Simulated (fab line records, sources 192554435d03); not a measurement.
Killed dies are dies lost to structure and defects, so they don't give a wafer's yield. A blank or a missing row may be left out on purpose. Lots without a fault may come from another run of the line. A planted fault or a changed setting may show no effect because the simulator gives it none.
One fault seen from 3 desks | flow n5_finfet | each desk has only its own numbers; what lay behind them comes last
Where a reading is given only as a bound, like >300, the bound stands for it, and a mean or a difference that rests on one is marked > or <: the true number lies beyond.

THE DEFECT DESK
What the inspections along the route counted, lot by lot: means of the sampled wafers that have a number. A lot is out of limits, marked OUT, if its mean lies more than 4 standard deviations from the usual mean; the brackets give that distance.
Columns: A = raw_defect_count at N5_HKMG_FIN_INSPECT_14, usual 2.2
lot  | first seen here | A
L273 | day 4 17:14     | 1.3
L276 | day 5 10:47     | 1.3
L277 | day 5 17:32     | 2.3
L279 | day 6 07:32     | 1.7
L280 | day 6 14:08     | 2.3
L284 | day 7 12:43     | 2.0
L287 | day 8 04:33     | 3.3
L294 | day 10 02:11    | >102 (>+66) OUT
This desk's finding: out of limits on L294; first on L294, day 10 02:11 (raw_defect_count at N5_HKMG_FIN_INSPECT_14). In limits: L273, L276, L277, L279, L280, L284, L287.

THE METROLOGY DESK
What the gauges read, lot by lot, whatever tool the lot ran on: means of the sampled wafers that have a number. A lot is out of limits, marked OUT, if its mean lies more than 4 standard deviations from the usual mean; the brackets give that distance. Of its 10 readings 7 are shown: those that lie furthest out on some lot.
Columns: A = DIBL_N at N5_BEOL_M4_RC_MEAS_101, usual 36.4 mV/V; B = IOFF_N at N5_BEOL_M4_RC_MEAS_101, usual 0.159 nA/um; C = IOFF_P at N5_BEOL_M4_RC_MEAS_101, usual 0.21 nA/um; D = ION_P at N5_BEOL_M4_RC_MEAS_101, usual 459 uA/um; E = SS_N at N5_BEOL_M4_RC_MEAS_101, usual 71.5 mV/dec; F = SS_P at N5_BEOL_M4_RC_MEAS_101, usual 73.2 mV/dec; G = VT_P at N5_BEOL_M4_RC_MEAS_101, usual -250 mV
lot  | first seen here | A    | B     | C    | D   | E    | F    | G
L273 | day 9 12:06     | 36.0 | 0.149 | 0.22 | 463 | 71.1 | 73.1 | -248
L277 | day 10 00:43    | 36.8 | 0.180 | 0.26 | 470 | 71.8 | 73.7 | -247
L276 | day 10 01:51    | 36.2 | 0.166 | 0.20 | 461 | 71.6 | 73.0 | -250
L280 | day 10 09:16    | 38.2 | 0.178 | 0.26 | 468 | 71.6 | 74.0 | -245
L279 | day 11 16:36    | 35.2 | 0.148 | 0.17 | 452 | 72.0 | 72.8 | -254
L284 | day 12 14:15    | 38.5 | 0.197 | 0.22 | 459 | 72.0 | 73.1 | -250
L287 | day 13 00:02    | 33.8 | 0.131 | 0.18 | 460 | 70.4 | 73.2 | -250
L294 | day 14 23:20    | 34.2 | 0.137 | 0.23 | 466 | 71.2 | 73.1 | -246
This desk's finding: nothing out of limits on any of the 8 lots.

THE TOOL OWNER'S DESK: ald_metal-02
The tool's own readings at N5_HKMG_FIN_ALD_36 (deposits TiN, target thk 1 nm, pulse time 1 s, purge time 3 s): means of the sampled wafers that have a number, for each lot that ran on this tool. A lot is out of limits, marked OUT, if its mean lies more than 4 standard deviations from the usual mean; the brackets give that distance.
Columns: A = heater_power_w at N5_HKMG_FIN_ALD_36, usual 939 W; B = precursor_pulse_height_rel at N5_HKMG_FIN_ALD_36, usual 0.998; C = susceptor_temp_C at N5_HKMG_FIN_ALD_36, usual 400.00 C
lot  | first seen here | A   | B     | C
L277 | day 5 16:20     | 900 | 0.995 | 399.93
L280 | day 6 12:55     | 936 | 1.020 | 399.84
L294 | day 10 00:59    | 924 | 0.992 | 400.16
This desk's finding: nothing out of limits on any of the 3 lots.

PUT TOGETHER
The defect desk could have raised an alarm at day 10 02:11, on L294.
The metrology desk saw nothing out of limits.
The tool owner's desk saw nothing out of limits.
The metrology desk has L294 on record, within its limits.
The tool owner's desk has L294 on record, within its limits.
Of the lots named, all ran N5_HKMG_FIN_ALD_36 on ald_metal-02.

WHAT THE SIMULATOR HAD PUT IN
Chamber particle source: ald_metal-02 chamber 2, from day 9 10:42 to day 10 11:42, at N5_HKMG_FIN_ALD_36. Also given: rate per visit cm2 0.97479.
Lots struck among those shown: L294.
Hours from the fault's start to each desk's first reading out of limits: the defect desk, 15.
